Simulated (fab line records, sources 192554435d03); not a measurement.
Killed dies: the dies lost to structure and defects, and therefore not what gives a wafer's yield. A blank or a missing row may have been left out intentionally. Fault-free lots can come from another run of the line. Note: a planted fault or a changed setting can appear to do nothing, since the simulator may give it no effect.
2 desks, one fault	flow n5 finfet	each desk holds nothing but its own numbers, with what lay behind them at the end

## TOOL OWNER'S DESK, rie diel-03
The tool's own readings at N5_MOL_CONTACT_COAG_ETCH_47 (etches SiNx in CH3F/O2, stops on W, target depth 27 nm): means of the sampled wafers that have a number, for each lot that ran on this tool. The brackets show how far a lot's mean lies from the usual mean; more than 4 standard deviations puts the lot out of limits, marked OUT. Shown are 7 of the 9 readings it has, namely the first that went out of limits plus those furthest out on some lot.
Columns: A = etch rf on time s at N5_MOL_CONTACT_COAG_ETCH_47, usual 31.7 s; B = oes_f_703_au at N5_MOL_CONTACT_COAG_ETCH_47, usual 0.77 a.u.; C = oes_o_777_au at N5_MOL_CONTACT_COAG_ETCH_47, usual 0.77 a.u.; D = oes product au at N5_MOL_CONTACT_COAG_ETCH_47, usual 0.68 a.u.; E = rf fwd power W at N5_MOL_CONTACT_COAG_ETCH_47, usual 386.9 W; F = rf vpp V at N5_MOL_CONTACT_COAG_ETCH_47, usual 295 V; G = showerhead plenum p Torr at N5_MOL_CONTACT_COAG_ETCH_47, usual 2.00 Torr
lot	first seen here	A	B	C	D	E	F	G
L706	day 6 03:57	31.2	0.77	0.76	0.67	387.7	292	1.94
L717	day 8 23:06	29.4	1.06	1.00	0.77	450.8 (+35) OUT	275	1.95
This desk's verdict: out of limits on L717, starting with L717 at day 8 23:06 (rf fwd power W at N5_MOL_CONTACT_COAG_ETCH_47). In limits: L706.

## FROM THE METROLOGY DESK
What the gauges read, lot by lot, whatever tool the lot ran on: means of the sampled wafers that have a number. The brackets show how far a lot's mean lies from the usual mean; more than 4 standard deviations puts the lot out of limits, marked OUT. 7 of its 10 readings are shown, namely those furthest out on some lot.
Columns: A = DIBL_P at N5_BEOL_M4_RC_MEAS_101, usual 37.3 mV/V; B = ION_N at N5_BEOL_M4_RC_MEAS_101, usual 675 uA/um; C = ION_P at N5_BEOL_M4_RC_MEAS_101, usual 460 uA/um; D = SS_N at N5_BEOL_M4_RC_MEAS_101, usual 71.7 mV/dec; E = SS_P at N5_BEOL_M4_RC_MEAS_101, usual 73.6 mV/dec; F = VT_N at N5_BEOL_M4_RC_MEAS_101, usual 249 mV; G = VT_P at N5_BEOL_M4_RC_MEAS_101, usual -250 mV
lot	first seen here	A	B	C	D	E	F	G
L706	day 9 02:13	37.6	675	468	71.4	73.2	251	-250
L710	day 10 06:04	36.5	662	460	71.0	73.1	253	-251
L717	day 12 11:18	38.1	681	462	71.6	73.3	249	-253
L723	day 13 20:37	36.6	658	449	72.0	73.5	251	-254
L725	day 14 05:49	40.3	674	454	72.1	74.5	250	-254
Finding of this desk: none of the 5 lots has anything out of limits.

## PUT TOGETHER
An alarm could have come from the tool owner's desk at day 8 23:06, on L717.
Nothing out of limits was seen by the metrology desk.
The metrology desk holds a record of L717, inside its limits.
All the named lots went through N5_MOL_CONTACT_COAG_ETCH_47 on rie diel-03.

## WHAT THE SIMULATOR PUT IN
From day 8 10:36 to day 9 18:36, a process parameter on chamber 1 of rie diel-03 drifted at N5_MOL_CONTACT_COAG_ETCH_47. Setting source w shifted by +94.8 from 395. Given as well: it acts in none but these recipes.
Struck lots among those shown: L717.
Each desk's first reading out of limits, in hours after the fault started: the tool owner's desk, 12.
